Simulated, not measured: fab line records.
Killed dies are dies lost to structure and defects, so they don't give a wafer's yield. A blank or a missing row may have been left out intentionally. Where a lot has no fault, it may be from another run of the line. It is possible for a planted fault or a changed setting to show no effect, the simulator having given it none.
Chamber matching | flow nand_harc | rie_diel-04 running NHARC_P_GATE_DESCUM_48: 4 sister chambers
The step chemistry O2, time 3 s. 4 wafers are shown with their chamber, then 12 later ones without.

WAFERS PAIRED WITH THEIR CHAMBERS
wafer  | chamber | showerhead_plenum_p_Torr (Torr)
L091.5 | 2       | 2.03
L092.4 | 3       | 2.03
L092.5 | 1       | 2.05
L092.6 | 0       | 2.06

WAFERS WITHOUT THEIR CHAMBER
wafer  | showerhead_plenum_p_Torr (Torr)
L093.1 | 2.03
L093.4 | 2.05
L093.5 | 2.03
L095.2 | 2.02
L095.4 | 2.05
L095.6 | 2.02
L095.1 | 2.06
L095.3 | 2.03
L095.5 | 2.05
L097.1 | 2.02
L097.3 | 2.06
L097.4 | 2.03

THE CHAMBER EACH PASSED THROUGH
wafer  | from the rows above     | in truth
L093.1 | can't be placed: 2 or 3 | 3
L093.4 | 1                       | 1
L093.5 | can't be placed: 2 or 3 | 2
L095.2 | can't be placed: 2 or 3 | 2
L095.4 | 1                       | 1
L095.6 | can't be placed: 2 or 3 | 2
L095.1 | 0                       | 0
L095.3 | can't be placed: 2 or 3 | 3
L095.5 | 1                       | 1
L097.1 | can't be placed: 2 or 3 | 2
L097.3 | 0                       | 0
L097.4 | can't be placed: 2 or 3 | 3
Correct placement for 5 of the 12. Unplaceable from these rows: 7, with the true chamber sitting among the candidates in 7. Wrongly placed: 0.
How it was worked out, from the rows above alone: a wafer's distance from a chamber is the root of the sum, over the readings, of the square of ((its reading less the chamber's mean) divided by the reading's scatter). The wafer belongs to the nearest chamber; if the next one is less than 2 further off, it can't be placed. Each chamber's mean is taken over the wafers shown for it. The scatter: with one shown wafer a chamber, the root of the mean of the squares of how far each hidden wafer lies from its nearest shown one.
